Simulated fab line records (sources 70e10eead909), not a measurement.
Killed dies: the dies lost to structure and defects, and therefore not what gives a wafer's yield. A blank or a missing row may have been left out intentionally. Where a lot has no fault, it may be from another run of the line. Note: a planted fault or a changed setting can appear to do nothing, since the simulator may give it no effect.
What tool caused it? ; flow nand-harc ; 14 lots with 42 wafers sampled at 5 steps, on a route of 1159 steps

## WHAT EACH GAUGE READ, for each wafer
NHARC_P_BONDPAD_INSPECT_23. Usual: 305 for raw-defect-count, sd 86.
lot;measured;on;raw-defect-count;flag
L257;day 6 21:46;defect-inspect-02;524 229 281;
L259;day 7 01:12;defect-inspect-01;311 203 364;
L260;day 7 06:20;defect-inspect-02;280 274 430;
L261;day 7 15:20;defect-inspect-01;228 225 319;
L262;day 7 16:10;defect-inspect-02;195 313 223;
L264;day 7 23:05;defect-inspect-01;271 279 254;
L268;day 8 22:34;defect-inspect-02;414 332 262;
L269;day 9 17:00;defect-inspect-01;293 266 315;
L270;day 9 17:27;defect-inspect-01;267 402 389;
L273;day 10 11:03;defect-inspect-02;320 363 337;
L276;day 11 08:20;defect-inspect-01;156 162 319;
L277;day 11 10:44;defect-inspect-01;291 234 294;
L279;day 11 22:40;defect-inspect-02;186 522 245;
L280;day 12 15:58;defect-inspect-01;211 413 268;

NHARC_A_ONON_D1_THK_MEAS_02: measures by ellipsometry. Usual: 999 nm for thk-nm, sd 9.2.
lot;measured;on;thk-nm (nm);flag
L257;day 8 01:41;film-metro-02;1003 1004 1005;
L259;day 8 01:41;film-metro-01;995 992 996;
L260;day 8 06:07;film-metro-01;1000 1001 1000;
L261;day 8 15:44;film-metro-01;998 999 997;
L262;day 8 15:50;film-metro-01;996 997 998;
L264;day 8 23:04;film-metro-02;997 997 998;
L268;day 9 20:16;film-metro-02;1025 1024 1025;
L269;day 10 20:56;film-metro-02;1350 1351 1350;OFF
L270;day 10 20:58;film-metro-02;997 996 995;
L273;day 11 10:32;film-metro-02;1346 1349 1347;OFF
L276;day 12 06:19;film-metro-01;1008 1006 1009;
L277;day 12 06:40;film-metro-01;992 993 992;
L279;day 13 00:42;film-metro-02;1000 999 1001;
L280;day 13 18:35;film-metro-02;988 988 986;

NHARC_END_SORT_01. Usual: killed-at-array 29, standard deviation 11; killed-at-other 0.5, standard deviation 0.8; killed-at-periphery 3.5, standard deviation 2.8; killed-dies 33, standard deviation 12; killed-open 3.1, standard deviation 1.8; killed-short 1.8, standard deviation 1.4.
lot;measured;on;killed-at-array;killed-at-other;killed-at-periphery;killed-dies;killed-open;killed-short;flag
L269;day 22 09:09;prober-02;672 677 676;1 0 0;4 0 1;677 677 677;6 3 3;3 2 2;OFF
L273;day 23 14:38;prober-02;671 674 672;0 0 1;6 3 4;677 677 677;10 1 6;3 2 3;OFF

## WHICH TOOL RAN EACH LOT (tool, then ch and the chambers of the sampled wafers, then the start)
lot;NHARC_P_BONDPAD_STRIP_15;NHARC_A_ONON_D1_DEP_00
L257;rie-diel-12 ch 0,1,2, day 6 19:37;pecvd-onon-03 ch 0, day 8 01:11
L259;rie-diel-05 ch 1,2, day 6 23:00;pecvd-onon-02 ch 0, day 8 01:11
L260;rie-diel-12 ch 2,3, day 7 04:10;pecvd-onon-04 ch 0, day 8 05:37
L261;rie-diel-05 ch 1,2,3, day 7 13:10;pecvd-onon-03 ch 0, day 8 15:13
L262;rie-diel-05 ch 0,2, day 7 13:59;pecvd-onon-02 ch 0, day 8 15:19
L264;rie-diel-12 ch 0,2,3, day 7 20:56;pecvd-onon-04 ch 0, day 8 22:34
L268;rie-diel-12 ch 0,2,3, day 8 20:23;pecvd-onon-04 ch 0, day 9 19:49
L269;rie-diel-06 ch 0,1,3, day 9 14:42;pecvd-onon-04 ch 0, day 10 20:29
L270;rie-diel-06 ch 0,3, day 9 15:17;pecvd-onon-02 ch 0, day 10 20:29
L273;rie-diel-12 ch 1,2,3, day 10 08:54;pecvd-onon-04 ch 0, day 11 10:00
L276;rie-diel-12 ch 1,2,3, day 11 06:07;pecvd-onon-02 ch 0, day 12 05:48
L277;rie-diel-05 ch 0,2,3, day 11 08:28;pecvd-onon-03 ch 0, day 12 06:12
L279;rie-diel-12 ch 0,1,3, day 11 20:30;pecvd-onon-03 ch 0, day 13 00:21
L280;rie-diel-12 ch 1,2,3, day 12 13:50;pecvd-onon-02 ch 0, day 13 18:07
- NHARC_P_BONDPAD_STRIP_15: strips in O2.
- NHARC_A_ONON_D1_DEP_00: target thk 1000 nm.

## WHAT THE TOOLS THEMSELVES READ (means of the sampled wafers that have a number; where no wafer has one, the mark that the record gives instead)
NHARC_P_BONDPAD_STRIP_15. Usual: drypump-motor-current-A 5.9 A, standard deviation 0.44; o2-flow-sccm 499.9 sccm, standard deviation 1.5; oes-product-au 0.996 a.u., standard deviation 0.011; rf-vpp-V 57.8 V, standard deviation 0.84; showerhead-plenum-p-Torr 3.54 Torr, standard deviation 0.11; throttle-valve-pct 17.036 %, standard deviation 0.0086.
lot;tool;drypump-motor-current-A (A);o2-flow-sccm (sccm);oes-product-au (a.u.);rf-vpp-V (V);showerhead-plenum-p-Torr (Torr);throttle-valve-pct (%);flag
L257;rie-diel-12;5.9;499.1;0.999;57.9;3.53;17.040;
L259;rie-diel-05;5.8;499.1;1.006;57.3;3.49;17.034;
L260;rie-diel-12;6.1;499.0;0.984;58.6;3.66;17.034;
L261;rie-diel-05;5.9;499.5;1.002;57.8;3.50;17.034;
L262;rie-diel-05;6.4;501.4;1.009;57.0;3.62;17.038;
L264;rie-diel-12;6.2;499.6;0.987;57.8;3.56;17.031;
L268;rie-diel-12;6.1;500.7;0.997;58.1;3.56;17.032;
L269;rie-diel-06;6.0;501.2;1.011;57.8;3.58;17.024;
L270;rie-diel-06;6.2;500.3;1.007;57.9;3.61;17.040;
L273;rie-diel-12;5.8;499.8;1.004;57.9;3.58;17.038;
L276;rie-diel-12;5.8;501.4;0.996;58.4;3.58;17.034;
L277;rie-diel-05;6.1;499.3;0.987;58.4;3.52;17.039;
L279;rie-diel-12;5.8;501.4;0.996;57.8;3.49;17.037;
L280;rie-diel-12;5.8;498.5;0.999;58.0;3.58;17.035;

## THE ANSWER, worked out from the rows above alone
Rule: take the mean of a lot's wafers that have a number; if it is more than 3 standard deviations from the usual mean, the lot is off. A lot without any number at a reading at which 4 lots or more have one is off too. All remaining lots with rows at the step are treated as sound. The gauges are gone through in route order, then the tools' own readings, and for those a lot's mean is taken as printed above. At the first step where some lot is off, the reading lying furthest off is the one used; lots without a number count as furthest.
Off: L269, L273, at NHARC_A_ONON_D1_THK_MEAS_02 (thk-nm).
If a tool, at a process step before that reading, ran all the lots that are off and no sound lot after the first of them, it fits. The gauges at NHARC_A_ONON_D1_THK_MEAS_02 aren't tried: what is off there is off at NHARC_END_SORT_01 too, on other tools, and a gauge's error can't cause that. One candidate fits, namely pecvd-onon-04 at NHARC_A_ONON_D1_DEP_00. A fault onset in the window from L268 (day 9 19:49, its last sound lot) to L269 (day 10 20:29, its first lot off) fits.

## WHAT HAD BEEN PUT IN BY THE SIMULATOR
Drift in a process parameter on pecvd-onon-04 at NHARC_A_ONON_D1_DEP_00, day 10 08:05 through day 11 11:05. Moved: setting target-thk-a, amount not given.
Struck lots among those shown: L269, L273. The rule above reached the same finding.
